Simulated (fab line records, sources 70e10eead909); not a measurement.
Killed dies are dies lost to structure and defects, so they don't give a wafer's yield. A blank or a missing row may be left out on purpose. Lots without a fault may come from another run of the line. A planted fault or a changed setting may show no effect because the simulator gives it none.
A struck lot beside a sound one | flow nand_harc | 13 steps out of a route of 1302
Sound: wafers L709.1, L709.3, L709.5. Struck: wafer L713.5. (L713.3, L713.6 of the same lot were not struck and are left out.) The cause comes at the end.
At each step with rows: each side's tool, then ch and its chambers, then its first start. Under that, the readings that differ: sound wafers | struck wafers | difference of the means | sigmas: that difference in standard deviations of wafers without a fault.
alike: readings whose means differ by less than 2 such deviations, and words and numbers that are the same on both sides. not compared: withheld readings, readings that some wafer has no value for, bounds like >300 that may hide the same value, and numbers for which the record gives no deviation and whose values overlap.
The two part at a step that has a row with sigmas, a row that says differs or no value, or rows on one side only. Numbers that don't overlap but have no deviation are shown without sigmas and don't part them. A reading that every wafer of one side lacks parts them only if that side has two wafers or more.

first, 9 steps without rows for these wafers: NHARC_A_STAIRCASE_DEHYDRATE_176 (time 120 s); NHARC_A_STAIRCASE_HMDS_177 (time 30 s); NHARC_A_STAIRCASE_COAT_178; NHARC_A_STAIRCASE_SOFTBAKE_179 (time 170 s); NHARC_A_STAIRCASE_EBR_180; NHARC_A_STAIRCASE_EXPOSE_181 (exposes mask STAIR 2); NHARC_A_STAIRCASE_PEB_182 (peb time 130 s); NHARC_A_STAIRCASE_DEVELOP_183 (time 140 s); NHARC_A_STAIRCASE_HARDBAKE_185 (time 140 s).
NHARC_A_STAIRCASE_DESCUM_186: chemistry O2, time 3 s.
  sound on rie_diel-12 ch 0,2,3, day 16 10:25; struck on rie_diel-12 ch 2, day 18 08:40
  alike: chamber_pressure_mTorr, drypump_motor_current_A, o2_flow_sccm, oes_product_au, rf_vpp_V, showerhead_plenum_p_Torr, throttle_valve_pct
  not compared: rf_hours_counter_h
NHARC_A_STAIRCASE_TRIM_187: chemistry O2, time 211.2 s.
  sound on rie_diel-12 ch 0,1, day 16 10:36; struck on rie_diel-12 ch 2, day 18 08:47
  alike: chamber_pressure_mTorr, drypump_motor_current_A, o2_flow_sccm, oes_product_au, rf_vpp_V, showerhead_plenum_p_Torr, throttle_valve_pct
  not compared: rf_hours_counter_h
NHARC_A_STAIRCASE_ETCH_188: etches the open film in C4F8/O2, target depth 100 nm, time 40.5 s.
  sound on rie_diel-12 ch 0,2, day 16 10:51; struck on rie_diel-12 ch 0, day 18 08:55
  reading          | sound          | struck | difference | sigmas
  run_length_s (s) | 62.0 61.9 61.8 | 74.0   | +12.1      | +40
  alike: chamber_pressure_mTorr, oes_product_au, rf_vpp_V
  not compared: rf_hours_counter_h
NHARC_A_STAIRCASE_TRIM_189: chemistry O2, time 211.2 s.
  sound on rie_diel-12 ch 0,2; struck on rie_diel-12 ch 1
  reading                         | sound          | struck | difference | sigmas
  showerhead_plenum_p_Torr (Torr) | 3.39 3.39 3.39 | 3.75   | +0.36      | +2
  alike: chamber_pressure_mTorr, drypump_motor_current_A, o2_flow_sccm, oes_product_au, rf_vpp_V, throttle_valve_pct
  not compared: rf_hours_counter_h

WHERE THEY PART
First at NHARC_A_STAIRCASE_ETCH_188; last, within this record, at NHARC_A_STAIRCASE_TRIM_189.

WHY: what the simulator had put in
Process parameter drift: rie_diel-12, from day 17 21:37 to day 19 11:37, at NHARC_A_STAIRCASE_ETCH_188. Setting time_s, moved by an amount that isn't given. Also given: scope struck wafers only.
